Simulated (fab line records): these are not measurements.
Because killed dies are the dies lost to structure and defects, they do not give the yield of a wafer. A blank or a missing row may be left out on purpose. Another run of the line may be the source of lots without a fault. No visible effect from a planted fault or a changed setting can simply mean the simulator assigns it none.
Matching of chambers | flow n5Finfet | N5_BEOL_M3_STRIP_19 on rieDiel-03 has 4 sister chambers
The step strips in O2. 4 wafers are shown with their chamber, then 7 later ones without.

== EACH WAFER AND ITS CHAMBER ==
wafer  | chamber | drypumpMotorCurrentA (A)
L078.1 | 0       | 5.37
L078.4 | 3       | 5.25
L081.1 | 1       | 6.22
L081.3 | 2       | 5.50

== WAFERS WITHOUT THEIR CHAMBER ==
wafer  | drypumpMotorCurrentA (A)
L081.6 | 6.26
L092.1 | 5.36
L092.2 | 5.24
L092.4 | 5.37
L091.1 | 6.24
L091.4 | 5.25
L091.5 | 5.39

== EACH ONE'S CHAMBER ==
wafer  | from the rows above | in truth
L081.6 | 1                   | 1
L092.1 | 0                   | 0
L092.2 | 3                   | 3
L092.4 | 0                   | 0
L091.1 | 1                   | 1
L091.4 | 3                   | 3
L091.5 | 0                   | 0
Placed correctly: 7 of 7. Can't be placed from these rows: 0. Number placed wrongly: 0.
How it was worked out, from the rows above alone: a wafer's distance from a chamber is the root of the sum, over the readings, of the square of ((its reading less the chamber's mean) divided by the reading's scatter). The wafer belongs to the nearest chamber; if the next one is less than 2 further off, it can't be placed. The mean given for a chamber averages the wafers shown for that chamber. The scatter: with one shown wafer a chamber, the root of the mean of the squares of how far each hidden wafer lies from its nearest shown one.
